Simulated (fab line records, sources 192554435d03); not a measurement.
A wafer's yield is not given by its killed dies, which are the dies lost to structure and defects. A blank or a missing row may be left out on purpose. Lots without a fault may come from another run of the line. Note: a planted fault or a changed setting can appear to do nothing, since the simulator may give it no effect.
Chamber matching | flow n5Finfet | 4 sister chambers for N5_MOL_CONTACT_COAG_CMP_28 on cmp-04
The step polishes, stops on SiNx, t overpolish 0.85 s, target thk 14.522 nm. 16 wafers are shown with their chamber, then 7 later ones without.

== WAFERS WITH THEIR CHAMBER ==
wafer  | chamber | motorCurrentA (A) | timeToEndpointS (s) | padLifeWafers
L074.1 | 0       | 10.6              | 3.2                 | 1869
L074.4 | 1       | 12.3              | 7.1                 | 1866
L075.1 | 2       | 12.6              | 3.7                 | 1920
L075.2 | 3       | 13.3              | 0.1                 | 1921
L075.4 | 0       | 10.0              | 3.5                 | 1922
L077.1 | 2       | 12.2              | 5.3                 | 3
L077.2 | 0       | 10.2              | 8.6                 | 1
L077.4 | 3       | 13.9              | 5.6                 | 0
L078.4 | 0       | 10.5              | 4.8                 | 9
L079.3 | 3       | 13.4              | 1.5                 | 150
L079.4 | 1       | 12.8              | 6.5                 | 152
L081.2 | 0       | 10.7              | 2.5                 | 258
L081.4 | 1       | 11.6              | 1.8                 | 259
L083.2 | 3       | 13.7              | 1.8                 | 320
L084.3 | 1       | 12.5              | 6.2                 | 366
L084.4 | 3       | 13.9              | 1.6                 | 368

SIGNATURES (means of the wafers above)
reading         | chamber 0 | chamber 1 | chamber 2 | chamber 3 | scatter within a chamber
motorCurrentA   | 10.400    | 12.300    | 12.400    | 13.640    | 0.355
timeToEndpointS | 4.520     | 5.400     | 4.500     | 2.120     | 2.23
padLifeWafers   | 811.80    | 660.75    | 961.50    | 551.80    | 921
Rule: a wafer lies at a distance from a chamber equal to the root of the sum of squares, over the readings, of (its reading less the chamber's mean, divided by the reading's scatter). The wafer belongs to the nearest chamber; if the next one is less than 2 further off, it can't be placed. The scatter: the root of (the sum of the squares of (reading less its chamber's mean) over the shown wafers, divided by (wafers less chambers)).

== WAFERS WHOSE CHAMBER IS MISSING ==
wafer  | motorCurrentA (A) | timeToEndpointS (s) | padLifeWafers
L085.2 | 12.4              | 0.1                 | 432
L085.4 | 13.9              | 1.0                 | 433
L093.1 | 12.4              | 3.8                 | 812
L093.3 | 10.4              | 1.9                 | 811
L093.4 | 14.0              | 0.3                 | 810
L095.2 | 10.1              | 3.8                 | 870
L097.4 | 11.0              | 2.3                 | 975

== CHAMBER TAKEN BY EACH ==
wafer  | from the rows above          | in truth
L085.2 | can't be placed: 2 or 1 or 3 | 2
L085.4 | 3                            | 3
L093.1 | can't be placed: 2 or 1      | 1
L093.3 | 0                            | 0
L093.4 | 3                            | 3
L095.2 | 0                            | 0
L097.4 | can't be placed: 0 or 1      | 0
Correctly placed: 4 of 7. Cannot be placed on the basis of these rows: 3; the candidates contain the true chamber in 3. Number placed wrongly: 0.
